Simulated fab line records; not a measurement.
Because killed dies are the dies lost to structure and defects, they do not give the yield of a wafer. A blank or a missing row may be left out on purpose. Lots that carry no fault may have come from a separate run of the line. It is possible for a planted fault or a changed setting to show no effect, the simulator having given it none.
fab line records	flow n5-finfet
record: lots: 10	wafers: 30	last-day: 17
route steps=1938 shown BEOL_M3@991 BEOL_M4@1111 PASSIVATION@1936
lots that met no fault: taken from a fault-free run of the same line
start-h: start of the lot's first displayed wafer, in hours after the record's first day	wait-h: how many hours have passed since the lot's step before this one	" the same as in the row above	L1.1+2: a single row standing in for several wafers	- value missing, or start not given	* or withheld: withheld	< > ~ a bound
route shown NAME@n: a module of which the file shows steps, and the number in the route of the first	usual: mean/standard deviation taken from wafers without a fault	same: alike in all rows	chamber/n: place in a boat	sites: each site's reading	_std_site: standard deviation of those values	_edge_site: mean of outer sites minus mean of inner sites	radius-mm: for every site, how far away it sits from the centre of the wafer	mask NAME#n: copy n	behind: tool/chamber where the wafer was last shaped	hold: reason for holding the lot/hours on hold/outcome of the hold	device: whichever transistor did not switch (one of n, p or np)	end of line: the same wafers' tests at the end of the route	a step without rows: its recipe alone	killed: at the first sort, the dies lost to defects and structure; wafer yield is something else	map: per-die view of a wafer (x killed, . not killed, _ where there is no die)
set.NAME: the setting as run; set.NAME@STEP: as run at that earlier step	model.NAME: the simulator's own value behind a step, which no gauge read
the route's steps for a sample of lots (tables are steps, rows are wafers)
services: when a tool's chamber went out of use (start-h, in hours from the record's first day, below 0 if earlier), for how many hours, and the reason
== steps ==
step: N5_BEOL_M3_ALD_84
recipe: material: TaN	target-thk-a: *	temp-c: 275	ald-precursor-family: PDMAT	ald-co-reactant: NH3	pressure-torr: 3	carrier-flow-sccm: 1500	pulse-time-s: 2	purge-time-s: 3	co-reactant-purge-time-s: 2	co-reactant-pulse-time-s: 3	ald-cycles: 30	precursor-vessel-temp-c: 75	precursor-vessel-pressure-torr: 26.25	precursor-vessel-carrier-sccm: 1000
usual: heater-power-w: 425/44	susceptor-temp-C: 274.98/0.17
lot.wafer	tool	chamber	start-h	wait-h	heater-power-w	susceptor-temp-C
L363.3	ald-metal-04	1	166.41	0.0	462	274.99
L363.5	"	2	"	"	490	275.18
L363.6	"	3	"	"	415	275.09
L364.3	ald-metal-04	3	166.61	0.3	399	274.82
L364.4	"	2	"	"	507	274.95
L364.5	"	2	"	"	493	275.19
L369.2	ald-metal-04	3	194.52	0.2	413	275.01
L369.3	"	0	"	"	362	275.03
L369.5	"	1	"	"	455	274.96
L374.3	ald-metal-03	3	223.77	0.2	407	275.04
L374.4	"	2	"	"	367	274.95
L374.6	"	2	"	"	374	274.86
L379.1	ald-metal-04	2	244.21	0.0	485	275.25
L379.2	"	0	"	"	366	275.06
L379.6	"	3	"	"	411	274.99
L381.2	ald-metal-04	1	255.52	0.0	451	274.96
L381.3	"	2	"	"	499	274.80
L381.6	"	1	"	"	457	274.84
L380.1	ald-metal-04	1	269.10	0.0	456	274.95
L380.2	"	0	"	"	358	274.93
L380.3	"	3	"	"	407	275.14
L384.2	ald-metal-03	3	280.28	0.0	404	274.72
L384.3	"	1	"	"	447	275.11
L384.5	"	3	"	"	402	274.71
L385.2	ald-metal-03	0	287.36	0.1	436	274.65
L385.5	"	2	"	"	372	275.20
L385.6	"	1	"	"	434	274.74
L386.4	ald-metal-03	3	295.11	0.1	410	274.89
L386.5	"	2	"	"	376	275.14
L386.6	"	3	"	"	405	274.99
step: N5_BEOL_M3_ANNEAL_82
recipe: temp-c: 400	time-s: 240	ambient: vacuum
usual: heater-power-w: 837/98	susceptor-temp-C: 400.00/0.2
lot.wafer	tool	chamber	start-h	wait-h	heater-power-w	susceptor-temp-C
L363.3	pvd-sputter-02	-	167.63	0.0	749	400.12
L363.5	"	-	"	"	766	400.35
L363.6	"	-	"	"	850	400.00
L364.3	pvd-sputter-01	-	168.15	0.0	891	399.68
L364.4	"	-	"	"	870	400.24
L364.5	"	-	"	"	729	399.97
L369.2	pvd-sputter-01	-	195.58	0.0	743	399.68
L369.3	"	-	"	"	861	400.24
L369.5	"	-	"	"	749	399.98
L374.3	pvd-sputter-01	-	226.58	0.0	740	399.65
L374.4	"	-	"	"	894	400.05
L374.6	"	-	"	"	900	400.14
L379.1	pvd-sputter-02	-	245.18	0.0	-	-
L379.2	"	-	"	"	-	-
L379.6	"	-	"	"	-	-
L381.2	pvd-sputter-01	-	256.81	0.0	-	-
L381.3	"	-	"	"	-	-
L381.6	"	-	"	"	-	-
L380.1	pvd-sputter-03	-	270.38	0.0	-	-
L380.2	"	-	"	"	-	-
L380.3	"	-	"	"	-	-
L384.2	pvd-sputter-01	-	281.79	0.0	728	399.66
L384.3	"	-	"	"	880	399.87
L384.5	"	-	"	"	767	400.07
L385.2	pvd-sputter-03	-	288.54	0.0	735	400.09
L385.5	"	-	"	"	751	400.15
L385.6	"	-	"	"	1025	400.03
L386.4	pvd-sputter-02	-	296.09	0.0	746	399.65
L386.5	"	-	"	"	739	399.76
L386.6	"	-	"	"	955	400.13
step: N5_BEOL_M3_ANNEAL_87
recipe: temp-c: 400	time-s: 240	ambient: vacuum
usual: heater-power-w: 836/99	susceptor-temp-C: 399.99/0.19
lot.wafer	tool	chamber	start-h	wait-h	heater-power-w	susceptor-temp-C
L363.3	pvd-sputter-02	-	167.85	0.0	745	399.80
L363.5	"	-	"	"	748	399.73
L363.6	"	-	"	"	845	400.08
L364.3	pvd-sputter-01	-	168.37	0.0	897	400.10
L364.4	"	-	"	"	879	400.05
L364.5	"	-	"	"	721	399.93
L369.2	pvd-sputter-01	-	195.80	0.0	730	400.58
L369.3	"	-	"	"	888	399.72
L369.5	"	-	"	"	752	400.02
L374.3	pvd-sputter-01	-	226.80	0.0	738	399.67
L374.4	"	-	"	"	892	399.87
L374.6	"	-	"	"	891	400.16
L379.1	pvd-sputter-02	-	245.40	0.0	844	399.96
L379.2	"	-	"	"	955	400.19
L379.6	"	-	"	"	762	400.08
L381.2	pvd-sputter-01	-	257.03	0.0	730	400.10
L381.3	"	-	"	"	870	400.08
L381.6	"	-	"	"	752	400.03
L380.1	pvd-sputter-03	-	270.60	0.0	949	399.94
L380.2	"	-	"	"	1025	399.67
L380.3	"	-	"	"	740	399.87
L384.2	pvd-sputter-01	-	282.01	0.0	735	399.74
L384.3	"	-	"	"	872	400.31
L384.5	"	-	"	"	734	400.21
L385.2	pvd-sputter-03	-	288.76	0.0	743	400.00
L385.5	"	-	"	"	736	400.03
L385.6	"	-	"	"	1066	399.91
L386.4	pvd-sputter-02	-	296.31	0.0	758	399.94
L386.5	"	-	"	"	757	400.03
L386.6	"	-	"	"	969	400.01
step: N5_BEOL_M3_ANNEAL_91
recipe: temp-c: 400	time-s: 240	ambient: vacuum
usual: heater-power-w: 835/98	susceptor-temp-C: 400.01/0.22
lot.wafer	tool	chamber	start-h	wait-h	heater-power-w	susceptor-temp-C
L363.3	pvd-sputter-02	-	168.29	0.0	765	399.85
L363.5	"	-	"	"	754	399.65
L363.6	"	-	"	"	854	400.04
L364.3	pvd-sputter-01	-	168.81	0.0	908	399.68
L364.4	"	-	"	"	872	400.15
L364.5	"	-	"	"	739	399.88
L369.2	pvd-sputter-01	-	196.24	0.0	715	399.96
L369.3	"	-	"	"	887	400.16
L369.5	"	-	"	"	728	400.22
L374.3	pvd-sputter-01	-	227.24	0.0	756	399.79
L374.4	"	-	"	"	889	400.21
L374.6	"	-	"	"	873	400.16
L379.1	pvd-sputter-02	-	245.84	0.0	848	399.91
L379.2	"	-	"	"	955	400.22
L379.6	"	-	"	"	744	400.02
L381.2	pvd-sputter-01	-	257.47	0.0	721	400.28
L381.3	"	-	"	"	859	400.14
L381.6	"	-	"	"	723	400.34
L380.1	pvd-sputter-03	-	271.04	0.0	925	400.36
L380.2	"	-	"	"	1049	399.93
L380.3	"	-	"	"	754	400.15
L384.2	pvd-sputter-01	-	282.45	0.0	726	400.01
L384.3	"	-	"	"	884	399.86
L384.5	"	-	"	"	739	399.74
L385.2	pvd-sputter-03	-	289.20	0.0	731	400.05
L385.5	"	-	"	"	744	400.15
L385.6	"	-	"	"	1027	400.15
L386.4	pvd-sputter-02	-	296.75	0.0	755	399.66
L386.5	"	-	"	"	752	399.73
L386.6	"	-	"	"	984	400.02
step: N5_BEOL_M4_RC_MEAS_101
usual: DIBL_N: 36.3/1.4	DIBL_P: 35.7/1.5	IOFF_N: 0.155/0.022	IOFF_P: 0.204/0.027	ION_N: 671/9	ION_P: 459/6.2	SS_N: 71.5/0.54	SS_P: 73.1/0.56	VT_N: 250.2/2.6	VT_P: -251/3.3
lot.wafer	tool	chamber	start-h	wait-h	DIBL_N[mV/V]	DIBL_P[mV/V]	IOFF_N[nA/um]	IOFF_P[nA/um]	ION_N[uA/um]	ION_P[uA/um]	SS_N[mV/dec]	SS_P[mV/dec]	VT_N[mV]	VT_P[mV]
L364.3	prober-02	0	183.83	0.3	37.2	36.6	0.163	0.231	675	466	71.6	73.9	247.0	-247
L364.4	"	0	"	"	35.4	34.2	0.129	0.187	664	461	70.4	73.0	253.1	-248
L364.5	"	0	"	"	34.5	32.8	0.117	0.180	659	458	70.5	72.1	252.6	-250
L363.3	prober-01	0	185.35	0.3	35.6	34.2	0.157	0.207	673	457	71.9	72.7	246.0	-248
L363.5	"	0	"	"	34.3	33.4	0.136	0.192	661	461	71.4	72.6	249.0	-249
L363.6	"	0	"	"	35.9	34.4	0.157	0.203	664	457	71.1	72.8	248.9	-250
L369.2	prober-01	0	209.97	0.2	39.1	38.6	0.197	0.257	682	466	72.3	73.6	247.3	-245
L369.3	"	0	"	"	38.6	37.1	0.182	0.242	665	454	71.6	74.0	248.6	-246
L369.5	"	0	"	"	38.9	37.1	0.195	0.238	678	458	73.4	73.4	250.4	-249
L374.3	prober-01	0	240.33	0.3	38.0	37.9	0.180	0.227	677	463	71.9	73.6	247.7	-250
L374.4	"	0	"	"	35.7	35.1	0.140	0.175	677	456	71.7	73.2	252.3	-255
L374.6	"	0	"	"	35.8	35.1	0.141	0.172	655	449	71.4	72.9	253.1	-254
L379.1	prober-01	0	262.78	0.0	34.9	35.8	0.145	0.190	661	450	70.1	73.0	249.7	-254
L379.2	"	0	"	"	36.1	37.2	0.155	0.208	665	454	71.3	73.4	249.4	-252
L379.6	"	0	"	"	35.9	37.0	0.153	0.198	667	455	72.1	73.4	251.5	-255
L381.2	prober-01	0	274.48	0.2	34.1	33.5	0.119	0.174	666	457	71.0	72.7	253.2	-252
L381.3	"	0	"	"	35.0	34.6	0.131	0.185	664	457	71.2	72.9	252.5	-251
L381.6	"	0	"	"	35.4	34.6	0.138	0.192	677	462	71.6	73.0	250.7	-251
L380.1	prober-01	0	279.97	0.0	38.2	37.2	0.163	0.226	675	460	71.5	73.5	251.9	-251
L380.2	"	0	"	"	39.4	38.3	0.194	0.262	683	467	71.7	74.3	246.3	-248
L380.3	"	0	"	"	39.5	38.6	0.190	0.259	674	469	72.0	74.2	247.1	-249
L384.2	prober-02	0	294.24	0.2	37.1	36.6	0.183	0.232	679	465	71.5	72.9	246.5	-248
L384.3	"	0	"	"	36.2	35.7	0.157	0.210	667	458	71.2	72.2	250.3	-249
L384.5	"	0	"	"	37.1	37.5	0.176	0.248	677	468	71.0	73.3	246.7	-245
L385.2	prober-01	0	302.79	0.2	33.6	33.7	0.105	0.161	653	456	71.3	72.2	254.8	-251
L385.5	"	0	"	"	36.1	36.6	0.139	0.207	663	461	71.6	73.2	251.6	-251
L385.6	"	0	"	"	33.8	33.5	0.106	0.159	644	452	70.9	72.9	255.0	-254
L386.4	prober-01	0	307.64	0.5	35.3	34.7	0.137	0.179	669	460	71.7	72.8	250.5	-255
L386.5	"	0	"	"	37.3	35.9	0.166	0.192	671	452	71.9	72.1	249.3	-252
L386.6	"	0	"	"	35.1	34.5	0.135	0.178	668	457	71.5	72.3	253.9	-253
step: N5_PASSIVATION_PROBE_49
usual: defect-limited-yield: 91.0/1.5	killed_at_M0_to_M3: 36/12	killed_at_M4_up: 14/5.5	killed-at-contacts: 11/4.8	killed-at-front-end: 42/12	killed-at-other: 3.7/2.7	killed-dies: 106/18	killed-on-rim: 13/4.5	killed-open: 70/13	killed-short: 35/8.2	sort_bin_5_function: 5.3/1	sort_bin_6_memory: 3.3/0.69	sort-n-pass: 1074/18	sort-yield-pct: 91.0/1.5
same: gross-dies: 1180	killed-at-back-side: 0	sort_bin_4_leakage[%]: 0	sort_bin_8_speed[%]: 0
lot.wafer	tool	chamber	start-h	wait-h	defect-limited-yield[%]	killed_at_M0_to_M3	killed_at_M4_up	killed-at-contacts	killed-at-front-end	killed-at-other	killed-dies	killed-on-rim	killed-open	killed-short	sort_bin_5_function[%]	sort_bin_6_memory[%]	sort-n-pass	sort-yield-pct[%]
L374.3	prober-02	-	348.21	0.5	93.6	24	13	10	26	2	75	8	54	21	3.3	2.9	1105	93.6
L374.4	prober-02	-	348.26	0.6	89.8	32	20	7	57	4	120	17	76	44	6.2	3.6	1060	89.8
L374.6	prober-02	-	348.36	0.7	91.9	24	24	8	37	2	95	9	61	32	4.8	3.0	1085	91.9
L379.1	prober-02	-	361.67	0.0	88.3	46	20	15	54	3	138	22	95	43	5.9	5.1	1042	88.3
L379.2	prober-02	-	361.72	0.1	88.3	43	19	7	64	5	138	22	88	49	6.9	4.2	1042	88.3
L379.6	prober-02	-	361.92	0.3	88.4	36	23	7	63	8	137	18	97	40	7.1	4.2	1043	88.4
killed by level:class
L374.3 BEOL_M0_SAQP:geometric-particle:open=10 MOL_CONTACT_COAG:geometric-particle:open=8 BEOL_M0_SAQP:geometric-particle:short=8 FIN_SAQP:geometric-particle:open=5 STI_FIN_REVEAL:geometric-particle:open=5 FIN_SAQP:geometric-particle:short=4 STARTING-WAFER:geometric-particle:open=4 DUMMY_GATE:geometric-particle:open=3
L374.4 STI_FIN_REVEAL:geometric-particle:open=13 FIN_SAQP:geometric-particle:open=11 BEOL_M0_SAQP:geometric-particle:short=11 BEOL_M4:geometric-particle:open=9 BEOL_M2:geometric-particle:open=9 BEOL_M0_SAQP:geometric-particle:open=8 FIN_SAQP:geometric-particle:short=7 DUMMY_GATE:geometric-particle:open=7
L374.6 BEOL_M4:geometric-particle:open=15 STI_FIN_REVEAL:geometric-particle:open=7 BEOL_M0_SAQP:geometric-particle:open=6 BEOL_M1:geometric-particle:open=6 FIN_SAQP:geometric-particle:short=5 MOL_CONTACT_COAG:geometric-particle:open=5 BEOL_M1:geometric-particle:short=5 STI_FIN_REVEAL:geometric-particle:short=4
L379.1 FIN_SAQP:geometric-particle:short=15 MOL_CONTACT_COAG:geometric-particle:open=15 STI_FIN_REVEAL:geometric-particle:open=12 BEOL_M0_SAQP:geometric-particle:open=12 BEOL_M0_SAQP:geometric-particle:short=10 FIN_SAQP:geometric-particle:open=9 BEOL_M1:geometric-particle:open=9 BEOL_M4:geometric-particle:open=6
L379.2 BEOL_M0_SAQP:geometric-particle:open=15 BEOL_M4:geometric-particle:open=12 FIN_SAQP:geometric-particle:short=11 BEOL_M0_SAQP:geometric-particle:short=10 STI_FIN_REVEAL:geometric-particle:open=9 FIN_SAQP:geometric-particle:open=8 DUMMY_GATE:geometric-particle:open=8 MOL_CONTACT_COAG:geometric-particle:open=7
L379.6 FIN_SAQP:geometric-particle:open=14 STI_FIN_REVEAL:geometric-particle:open=14 BEOL_M0_SAQP:geometric-particle:short=12 DUMMY_GATE:geometric-particle:open=11 BEOL_M4:geometric-particle:open=8 BEOL_M0_SAQP:geometric-particle:open=7 MOL_CONTACT_COAG:geometric-particle:open=6 BEOL_M3:geometric-particle:open=6
== services ==
tool	chamber	start-h	hours	kind
ald-metal-03	-	165.16	8.7	pm
ald-metal-04	2	171.51	8.3	repair
ald-metal-03	-	200.61	0.4	repair
ald-metal-04	2	274.46	2.0	repair
== key ==
first-sign: step: N5_BEOL_M3_ANNEAL_82	reading: tool-record	direction: missing
effect none on later readings
met-at N5_BEOL_M3_ANNEAL_82
struck-lots L379,L380,L381
not-acting-at N5_BEOL_M3_ALD_84,N5_BEOL_M3_ANNEAL_87,N5_BEOL_M3_ANNEAL_91
onset-between 226.58 245.18
fault: kind: skipped-step-whole	tool: pvd-sputter-01,pvd-sputter-02,pvd-sputter-03	chamber: -	onset-h: 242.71	steps: N5_BEOL_M3_ANNEAL_82	scope: struck-lots-only
